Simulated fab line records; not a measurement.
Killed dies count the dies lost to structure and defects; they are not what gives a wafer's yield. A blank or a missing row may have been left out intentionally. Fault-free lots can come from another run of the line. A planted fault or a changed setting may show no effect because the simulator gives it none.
Which tool did it? | flow nand harc | 24 lots with 72 wafers sampled at 2 steps, on a route of 1302 steps

== WHAT THE GAUGES READ, wafer by wafer ==
NHARC_A_M0_CD_MEAS_09: the cd target is 80 nm.
lot  | measured     | on        | cd nm (nm)
L076 | day 23 01:22 | cd sem-02 | 80.2 79.5 79.1
L074 | day 23 02:34 | cd sem-02 | 79.3 78.4 79.3
L075 | day 23 15:19 | cd sem-03 | 79.4 80.6 79.5
L077 | day 23 16:40 | cd sem-01 | 79.1 80.2 80.0
L078 | day 24 01:28 | cd sem-02 | 80.2 79.2 81.4
L079 | day 25 01:35 | cd sem-02 | 81.4 80.3 81.0
L080 | day 25 07:20 | cd sem-01 | 79.7 77.8 78.2
L081 | day 26 01:14 | cd sem-02 | 79.6 79.5 79.4
L082 | day 26 14:29 | cd sem-03 | 79.1 78.5 79.1
L083 | day 26 18:44 | cd sem-03 | 79.8 79.5 79.6
L086 | day 27 11:23 | cd sem-01 | 79.5 79.7 80.5
L084 | day 27 12:44 | cd sem-01 | 80.1 78.8 78.3
L087 | day 27 15:49 | cd sem-02 | 79.2 78.6 79.3
L085 | day 27 17:20 | cd sem-02 | 78.2 78.2 79.4
L088 | day 28 14:31 | cd sem-03 | 80.5 80.4 80.2
L089 | day 28 19:18 | cd sem-02 | 80.5 79.8 80.6
L090 | day 29 03:45 | cd sem-03 | 79.4 78.3 80.2
L091 | day 30 01:13 | cd sem-01 | 80.9 80.8 80.5
L092 | day 30 05:47 | cd sem-03 | 79.5 80.2 79.5
L093 | day 30 13:10 | cd sem-03 | 80.0 80.3 80.6
L094 | day 30 20:59 | cd sem-01 | 81.0 79.7 80.3
L096 | day 31 09:28 | cd sem-03 | 80.3 80.2 80.1
L095 | day 31 11:49 | cd sem-01 | 79.0 78.7 79.9
L097 | day 32 06:27 | cd sem-02 | 80.1 80.7 79.8

== WHAT TOOL EACH LOT RAN ON (gives the tool, then ch and the chambers of the sampled wafers, and finally the start) ==
lot  | NHARC_A_CONTACT_ETCH_138
L076 | har cap etch-01 ch 0,1, day 22 17:25
L074 | har cap etch-03 ch 0,1, day 22 18:27
L075 | har cap etch-01 ch 1, day 23 06:13
L077 | har cap etch-03 ch 0,1, day 23 08:18
L078 | har cap etch-02 ch 0,1, day 23 17:23
L079 | har cap etch-01 ch 0,1, day 24 17:04
L080 | har cap etch-03 ch 0,1, day 24 23:23
L081 | har cap etch-01 ch 0,1, day 25 17:02
L082 | har cap etch-02 ch 1, day 26 06:02
L083 | har cap etch-01 ch 0,1, day 26 07:18
L086 | har cap etch-02 ch 0,1, day 27 03:13
L084 | har cap etch-03 ch 0,1, day 27 03:52
L087 | har cap etch-01 ch 0,1, day 27 07:58
L085 | har cap etch-02 ch 0,1, day 27 09:24
L088 | har cap etch-03 ch 1, day 28 06:38
L089 | har cap etch-01 ch 0,1, day 28 11:01
L090 | har cap etch-03 ch 0,1, day 28 17:23
L091 | har cap etch-02 ch 0,1, day 29 16:26
L092 | har cap etch-02 ch 0,1, day 29 21:40
L093 | har cap etch-01 ch 0,1, day 30 05:17
L094 | har cap etch-03 ch 0,1, day 30 12:14
L096 | har cap etch-02 ch 0,1, day 31 00:28
L095 | har cap etch-01 ch 0,1, day 31 03:49
L097 | har cap etch-02 ch 0,1, day 31 20:55
- NHARC_A_CONTACT_ETCH_138: etches the open film in C4F8/O2/Ar, time 311 s, target depth 1914 nm.

== AS READ BY THE TOOLS THEMSELVES (means over the sampled wafers that have a number; for cases with no such wafer, the mark the record gives instead) ==
The record holds no such reading with a usual standard deviation.

== THE ANSWER, worked out from the rows above alone ==
Rule: what is usual is taken from the lots themselves. The widest of any qualifying gaps counts: lots, ordered by their means at a reading, are off when they make up no more than a third of the lots, leave a main group of 4 or more, and stand apart from it by 3 or more times the standard deviation of that group's means. Not used: any main group whose means are identical at the precision the tables above print for the reading. A lot without any number at a reading at which 4 lots or more have one is off too. The other lots that the step has rows for count as sound. The gauges are gone through in route order, then the tools' own readings, and for those a lot's mean is taken as printed above. The first step at which some lot is off is used, and at that step the reading that is off furthest; a lot without a number counts as furthest.
Nothing can be told from this: no lot is off at any reading shown.

== WHAT THE SIMULATOR HAD PUT IN ==
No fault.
